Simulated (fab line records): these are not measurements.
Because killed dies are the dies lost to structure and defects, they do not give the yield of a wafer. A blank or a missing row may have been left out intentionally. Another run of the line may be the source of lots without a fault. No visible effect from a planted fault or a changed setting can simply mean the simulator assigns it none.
Chamber matching / flow n5Finfet / rieDiel-04 running N5_BEOL_M15_STRIP_36: 4 sister chambers
The step strips in O2. 20 wafers are shown with their chamber, then 10 later ones without.

## WAFERS WITH THEIR CHAMBER
wafer=L076.1; chamber=3; showerheadPlenumPTorr (Torr)=2.12; drypumpMotorCurrentA (A)=5.5; throttleValvePct (%)=16.42
wafer=L076.3; chamber=2; showerheadPlenumPTorr (Torr)=2.21; drypumpMotorCurrentA (A)=5.4; throttleValvePct (%)=16.90
wafer=L076.6; chamber=2; showerheadPlenumPTorr (Torr)=2.21; drypumpMotorCurrentA (A)=5.4; throttleValvePct (%)=16.90
wafer=L077.1; chamber=3; showerheadPlenumPTorr (Torr)=2.12; drypumpMotorCurrentA (A)=5.4; throttleValvePct (%)=16.41
wafer=L077.3; chamber=2; showerheadPlenumPTorr (Torr)=2.21; drypumpMotorCurrentA (A)=5.4; throttleValvePct (%)=16.89
wafer=L077.6; chamber=3; showerheadPlenumPTorr (Torr)=2.12; drypumpMotorCurrentA (A)=5.4; throttleValvePct (%)=16.37
wafer=L079.3; chamber=0; showerheadPlenumPTorr (Torr)=2.25; drypumpMotorCurrentA (A)=6.4; throttleValvePct (%)=16.67
wafer=L079.4; chamber=3; showerheadPlenumPTorr (Torr)=2.12; drypumpMotorCurrentA (A)=5.4; throttleValvePct (%)=16.41
wafer=L079.6; chamber=1; showerheadPlenumPTorr (Torr)=2.05; drypumpMotorCurrentA (A)=5.8; throttleValvePct (%)=16.39
wafer=L080.1; chamber=2; showerheadPlenumPTorr (Torr)=2.21; drypumpMotorCurrentA (A)=5.3; throttleValvePct (%)=16.94
wafer=L080.3; chamber=1; showerheadPlenumPTorr (Torr)=2.04; drypumpMotorCurrentA (A)=5.8; throttleValvePct (%)=16.40
wafer=L080.6; chamber=3; showerheadPlenumPTorr (Torr)=2.12; drypumpMotorCurrentA (A)=5.4; throttleValvePct (%)=16.44
wafer=L082.1; chamber=2; showerheadPlenumPTorr (Torr)=2.21; drypumpMotorCurrentA (A)=5.4; throttleValvePct (%)=16.94
wafer=L082.2; chamber=1; showerheadPlenumPTorr (Torr)=2.04; drypumpMotorCurrentA (A)=5.8; throttleValvePct (%)=16.39
wafer=L082.4; chamber=3; showerheadPlenumPTorr (Torr)=2.12; drypumpMotorCurrentA (A)=5.4; throttleValvePct (%)=16.44
wafer=L083.1; chamber=0; showerheadPlenumPTorr (Torr)=2.25; drypumpMotorCurrentA (A)=6.3; throttleValvePct (%)=16.72
wafer=L083.2; chamber=3; showerheadPlenumPTorr (Torr)=2.12; drypumpMotorCurrentA (A)=5.4; throttleValvePct (%)=16.45
wafer=L083.4; chamber=1; showerheadPlenumPTorr (Torr)=2.04; drypumpMotorCurrentA (A)=5.8; throttleValvePct (%)=16.39
wafer=L085.2; chamber=3; showerheadPlenumPTorr (Torr)=2.11; drypumpMotorCurrentA (A)=5.4; throttleValvePct (%)=16.45
wafer=L085.3; chamber=0; showerheadPlenumPTorr (Torr)=2.25; drypumpMotorCurrentA (A)=6.4; throttleValvePct (%)=16.67

SIGNATURES (averages over the wafers above)
reading=showerheadPlenumPTorr; chamber 0=2.2500; chamber 1=2.0425; chamber 2=2.2100; chamber 3=2.1187; scatter within a chamber=0.00319
reading=drypumpMotorCurrentA; chamber 0=6.367; chamber 1=5.800; chamber 2=5.380; chamber 3=5.413; scatter within a chamber=0.0383
reading=throttleValvePct; chamber 0=16.6867; chamber 1=16.3925; chamber 2=16.9140; chamber 3=16.4238; scatter within a chamber=0.024
Rule: for each reading, subtract the chamber's mean from the wafer's reading, divide by that reading's scatter and square the result; add these up over the readings and take the root, which gives the wafer's distance from the chamber. The wafer belongs to the nearest chamber; if the next one is less than 2 further off, it can't be placed. The scatter is the square root of a quotient: the sum, over the shown wafers, of each reading's squared deviation from its chamber's mean, divided by wafers minus chambers.

## WAFERS WHOSE CHAMBER IS MISSING
wafer=L085.6; showerheadPlenumPTorr (Torr)=2.12; drypumpMotorCurrentA (A)=5.4; throttleValvePct (%)=16.44
wafer=L087.1; showerheadPlenumPTorr (Torr)=2.11; drypumpMotorCurrentA (A)=5.5; throttleValvePct (%)=16.45
wafer=L087.3; showerheadPlenumPTorr (Torr)=2.25; drypumpMotorCurrentA (A)=6.3; throttleValvePct (%)=16.71
wafer=L087.6; showerheadPlenumPTorr (Torr)=2.20; drypumpMotorCurrentA (A)=5.3; throttleValvePct (%)=16.92
wafer=L090.1; showerheadPlenumPTorr (Torr)=2.24; drypumpMotorCurrentA (A)=6.3; throttleValvePct (%)=16.71
wafer=L090.4; showerheadPlenumPTorr (Torr)=2.04; drypumpMotorCurrentA (A)=5.8; throttleValvePct (%)=16.41
wafer=L090.5; showerheadPlenumPTorr (Torr)=2.11; drypumpMotorCurrentA (A)=5.4; throttleValvePct (%)=16.44
wafer=L095.2; showerheadPlenumPTorr (Torr)=2.24; drypumpMotorCurrentA (A)=6.3; throttleValvePct (%)=16.73
wafer=L095.3; showerheadPlenumPTorr (Torr)=2.04; drypumpMotorCurrentA (A)=5.8; throttleValvePct (%)=16.41
wafer=L095.4; showerheadPlenumPTorr (Torr)=2.20; drypumpMotorCurrentA (A)=5.4; throttleValvePct (%)=16.95

## EACH ONE'S CHAMBER
wafer=L085.6; from the rows above=3; in truth=3
wafer=L087.1; from the rows above=3; in truth=3
wafer=L087.3; from the rows above=0; in truth=0
wafer=L087.6; from the rows above=2; in truth=2
wafer=L090.1; from the rows above=0; in truth=0
wafer=L090.4; from the rows above=1; in truth=1
wafer=L090.5; from the rows above=3; in truth=3
wafer=L095.2; from the rows above=0; in truth=0
wafer=L095.3; from the rows above=1; in truth=1
wafer=L095.4; from the rows above=2; in truth=2
Placed correctly: 10 of 10. Left unplaced by these rows: 0. Wrongly placed: 0.
